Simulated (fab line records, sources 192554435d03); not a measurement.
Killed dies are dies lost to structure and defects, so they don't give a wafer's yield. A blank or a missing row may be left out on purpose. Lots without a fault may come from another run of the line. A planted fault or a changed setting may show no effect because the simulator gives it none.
fab line records | flow n5_finfet | part 2 of 2: steps 5 to 6 of 6
record lots=20 wafers=60 last_day=18
route steps=1938 shown BEOL_M6@1210
lots that met no fault: from a run of the same line without faults
start_h: hours from the record's first day to the start of the lot's first wafer shown | wait_h: hours since the lot's step before | " the same as in the row above | L1.1+2: a row that stands for several wafers | - no value, or no start given | * or withheld: withheld | < > ~ a bound
route shown NAME@n: a module of which the file shows steps, and the number in the route of the first | usual: mean/standard deviation of fault-free wafers | same: alike in all rows | chamber/n: place in a boat | sites: the reading at each site | _std_site: their standard deviation | _edge_site: outer sites' mean less inner sites' | radius_mm: how far each site lies from the wafer's centre | mask NAME#n: copy n | behind: the tool/chamber that last shaped the wafer | hold: why the lot was held/for how many hours/how that ended | device: the transistor (n, p or np) that didn't switch | end of line: the same wafers' tests at the end of the route | a step without rows: its recipe alone | killed: dies lost to structure and defects at the first sort, not the wafer's yield | map: a wafer's dies, x killed, . not, _ none there
set.NAME: the setting as run; set.NAME@STEP: as run at that earlier step | model.NAME: the simulator's own value behind a step, which no gauge read
steps of the route over a sample of lots; a table a step, a row a wafer
services: from which hour (start_h, from the record's first day; less than 0 if before it) a tool's chamber was out of use, for how many hours, and why
## steps
# step N5_BEOL_M6_ETCH_72
# recipe chemistry=N2/H2 target=underlayer target_depth_a=65 mask_material=CAR-EUV time_s=5.2 ion_energy_ev=200 pressure_mtorr=30 source_w=840 bias_w=150 n2_flow_sccm=200 h2_flow_sccm=200 ends=cleared
# usual drypump_motor_current_A=5.7/0.44 etch_rf_on_time_s=5.18/0.084 h2_flow_sccm=200.1/0.57 oes_product_au=0.70/0.072 rf_vpp_V=524.3/2.7 showerhead_plenum_p_Torr=2.55/0.081 throttle_valve_pct=17.72/0.24
# columns lot.wafer tool chamber start_h wait_h drypump_motor_current_A etch_rf_on_time_s h2_flow_sccm oes_product_au rf_hours_counter_h rf_vpp_V showerhead_plenum_p_Torr throttle_valve_pct
L075.1 rie_diel-04 2 181.07 0.0 5.8 5.11 199.5 0.59 242 522.6 2.50 17.94
L075.3 " 3 " " 6.5 5.26 200.7 0.61 203 524.3 2.62 17.90
L075.5 " 3 " " 6.5 5.18 200.1 0.61 - 526.0 2.62 17.92
L076.2 rie_diel-05 1 188.45 0.0 5.7 5.09 199.6 0.72 50 521.2 2.48 17.87
L076.5 " 1 " " 5.6 5.10 199.9 0.73 - 521.4 2.48 17.88
L076.6 " 0 " " 5.8 5.12 200.0 0.76 - 521.0 2.49 17.76
L077.2 rie_diel-04 1 203.48 0.0 5.3 5.10 200.4 0.75 46 525.5 2.59 17.68
L077.3 " 2 " " 5.8 5.17 200.0 0.59 249 521.7 2.49 17.94
L077.6 " 3 " " 6.5 5.24 199.5 0.60 - 526.9 2.62 17.93
L078.2 rie_diel-05 1 203.65 0.0 5.6 5.03 199.7 0.72 54 522.0 2.48 17.88
L078.3 " 0 " " 5.8 5.13 199.4 0.77 34 518.1 2.49 17.77
L078.6 " 2 " " 6.5 5.31 199.7 0.58 - 526.2 2.63 18.30
L079.1 rie_diel-04 3 216.44 0.0 6.5 5.16 200.7 0.60 215 526.4 2.61 17.93
L079.2 " 2 " " 5.8 5.09 199.4 0.59 253 523.0 2.49 17.94
L079.5 " 2 " " 5.8 5.16 199.7 0.60 - 522.4 2.49 17.98
L080.1 rie_diel-04 1 221.99 0.0 5.4 5.06 200.4 0.75 53 524.4 2.59 17.70
L080.4 " 0 " " 5.2 5.13 200.1 0.79 - 522.8 2.48 17.16
L080.5 " 1 " " 5.4 5.03 200.6 0.75 - 526.3 2.59 17.68
L082.1 rie_diel-02 1 231.05 0.0 5.2 5.25 200.3 0.71 74 526.7 2.58 17.81
L082.2 " 2 " " 6.2 5.27 200.4 0.69 96 527.4 2.66 17.59
L082.4 " 0 " " 5.8 5.30 200.4 0.61 209 521.7 2.41 17.81
L081.3 rie_diel-05 3 231.44 0.0 5.2 5.13 200.5 0.74 54 528.0 2.71 17.79
L081.4 " 2 " " 6.6 5.15 199.6 0.85 1 525.5 2.63 17.89
L081.6 " 0 " " 5.8 5.16 199.7 0.75 - 520.2 2.48 17.78
L083.1 rie_diel-02 2 241.15 0.0 6.2 5.20 198.4 0.67 99 528.4 2.66 17.57
L083.3 " 1 " " 5.3 5.29 200.1 0.70 76 527.7 2.58 17.80
L083.5 " 1 " " 5.3 5.29 199.6 0.71 - 522.1 2.58 17.81
L085.3 rie_diel-04 2 244.67 0.0 5.8 4.96 199.7 0.88 4 523.2 2.49 17.58
L085.5 " 1 " " 5.4 5.07 200.3 0.73 - 524.1 2.59 17.69
L085.6 " 2 " " 5.8 5.08 198.9 0.86 - 521.2 2.49 17.57
L088.1 rie_diel-05 2 273.96 0.0 6.6 5.15 199.2 0.80 14 526.6 2.62 17.94
L088.3 " 0 " " 5.8 5.18 201.0 0.73 61 521.7 2.48 17.83
L088.4 " 1 " " 5.7 5.07 200.2 0.69 79 521.7 2.47 17.92
L086.1 rie_diel-02 2 274.00 0.0 6.2 5.27 200.2 0.66 110 526.0 2.65 17.61
L086.3 " 0 " " 5.8 5.24 200.1 0.61 223 517.9 2.40 17.85
L086.4 " 1 " " 5.3 5.22 199.9 0.70 86 526.1 2.58 17.85
L089.2 rie_diel-04 2 294.41 0.0 5.7 5.01 199.4 0.81 22 522.8 2.48 17.58
L089.4 " 3 " " 6.5 5.19 199.2 0.58 242 527.2 2.60 17.98
L089.5 " 1 " " 5.4 5.10 200.5 0.71 - 524.9 2.58 17.72
L090.1 rie_diel-04 3 296.52 0.0 6.5 5.20 200.9 0.59 243 526.1 2.60 18.00
L090.3 " 1 " " 5.4 5.11 199.9 0.70 82 526.4 2.58 17.71
L090.5 " 3 " " 6.5 5.22 199.8 0.58 - 524.4 2.60 17.99
L093.2 rie_diel-04 0 297.07 0.0 5.2 5.20 200.2 0.73 38 523.6 2.47 17.22
L093.4 " 2 " " 5.8 5.04 199.8 0.81 23 523.0 2.48 17.60
L093.6 " 0 " " 5.2 5.22 199.7 0.74 - 522.1 2.47 17.21
L091.3 rie_diel-04 3 300.90 0.0 6.5 5.26 200.0 0.58 244 528.3 2.60 17.99
L091.5 " 1 " " 5.4 5.12 200.5 0.70 - 522.8 2.58 17.75
L091.6 " 2 " " 5.8 5.03 200.5 0.81 - 523.4 2.48 17.59
L092.1 rie_diel-05 1 305.62 0.0 5.6 5.13 201.6 0.68 89 522.6 2.46 17.94
L092.2 " 2 " " 6.5 5.15 200.2 0.77 23 524.0 2.62 17.93
L092.3 " 3 " " 5.2 5.19 200.4 0.70 77 528.7 2.70 17.84
L095.1 rie_diel-04 3 319.41 0.0 6.5 5.25 200.4 0.58 247 527.3 2.60 17.98
L095.3 " 1 " " 5.4 5.11 200.2 0.70 91 525.2 2.58 17.73
L095.6 " 1 " " 5.4 5.12 198.9 0.71 - 524.6 2.58 17.76
L094.3 rie_diel-02 1 325.65 0.0 5.2 5.28 200.9 0.68 102 523.8 2.57 17.85
L094.5 " 2 " " 6.2 5.31 200.0 0.65 - 526.5 2.65 17.61
L094.6 " 1 " " 5.2 5.28 201.2 0.68 - 524.9 2.57 17.85
L096.1 rie_diel-02 2 339.73 0.0 6.2 5.42 199.4 0.64 130 528.9 2.64 17.61
L096.4 " 1 " " 5.3 5.32 200.5 0.68 107 524.1 2.57 17.87
L096.5 " 2 " " 6.2 5.33 200.6 0.65 - 528.7 2.64 17.64
# step N5_BEOL_M6_SURFACE_TREAT_79
# recipe gas=Ar time_s=* ion_energy_ev=* ion_current_ma_cm2=0.5 pressure_mtorr=* ar_flow_sccm=30
# usual throttle_valve_pct=*
# columns lot.wafer tool chamber start_h wait_h throttle_valve_pct
L075.1 pvd_sputter-01 - 185.08 0.3 *
L075.3 " - " " *
L075.5 " - " " *
L076.2 pvd_sputter-02 - 190.11 0.5 *
L076.5 " - " " *
L076.6 " - " " *
L078.2 pvd_sputter-03 - 205.10 0.3 *
L078.3 " - " " *
L078.6 " - " " *
L077.2 pvd_sputter-01 - 205.12 0.2 *
L077.3 " - " " *
L077.6 " - " " *
L079.1 pvd_sputter-02 - 218.05 0.2 *
L079.2 " - " " *
L079.5 " - " " *
L080.1 pvd_sputter-03 - 223.89 0.2 *
L080.4 " - " " *
L080.5 " - " " *
L082.1 pvd_sputter-01 - 233.51 0.2 *
L082.2 " - " " *
L082.4 " - " " *
L081.3 pvd_sputter-03 - 233.74 0.2 *
L081.4 " - " " *
L081.6 " - " " *
L083.1 pvd_sputter-02 - 242.90 0.2 *
L083.3 " - " " *
L083.5 " - " " *
L085.3 pvd_sputter-01 - 246.37 0.2 *
L085.5 " - " " *
L085.6 " - " " *
L088.1 pvd_sputter-01 - 275.89 0.2 *
L088.3 " - " " *
L088.4 " - " " *
L086.1 pvd_sputter-01 - 275.94 0.2 *
L086.3 " - " " *
L086.4 " - " " *
L089.2 pvd_sputter-01 - 297.35 0.7 *
L089.4 " - " " *
L089.5 " - " " *
L090.1 pvd_sputter-02 - 298.14 0.2 *
L090.3 " - " " *
L090.5 " - " " *
L093.2 pvd_sputter-01 - 298.56 0.3 *
L093.4 " - " " *
L093.6 " - " " *
L091.3 pvd_sputter-01 - 302.64 0.2 *
L091.5 " - " " *
L091.6 " - " " *
L092.1 pvd_sputter-02 - 307.00 0.2 *
L092.2 " - " " *
L092.3 " - " " *
L095.1 pvd_sputter-03 - 320.96 0.2 *
L095.3 " - " " *
L095.6 " - " " *
L094.3 pvd_sputter-03 - 329.31 0.5 *
L094.5 " - " " *
L094.6 " - " " *
L096.1 pvd_sputter-03 - 341.22 0.2 *
L096.4 " - " " *
L096.5 " - " " *
## services
# columns tool chamber start_h hours kind
rie_diel-04 0 163.15 - clean
rie_diel-04 0 163.15 - consumable_replace:focus_ring
rie_diel-04 0 163.15 21.2 scheduled_down
rie_diel-04 0 163.15 21.2 vent_cycle
rie_diel-04 2 165.46 6.9 repair
rie_metal-02 - 166.89 0.1 repair
rie_diel-05 2 206.62 - clean
rie_diel-05 2 206.62 - consumable_replace:focus_ring
rie_diel-04 0 212.51 4.9 repair
rie_diel-04 2 214.43 1.4 repair
rie_diel-04 2 217.64 - clean
rie_diel-04 2 217.64 - consumable_replace:focus_ring
rie_diel-04 2 217.64 18.5 scheduled_down
rie_diel-04 2 217.64 18.5 vent_cycle
rie_metal-01 1 276.01 6.2 repair
rie_diel-04 3 302.35 11.0 repair
rie_diel-05 - 312.36 2.8 pm
rie_metal-02 0 320.82 3.8 repair
rie_diel-04 3 329.41 - clean
rie_diel-04 3 329.41 - consumable_replace:focus_ring
rie_diel-04 3 329.41 35.7 scheduled_down
rie_diel-04 3 329.41 35.7 vent_cycle
pvd_sputter-01 - 336.32 11.7 repair
rie_diel-04 - 337.78 6.8 repair
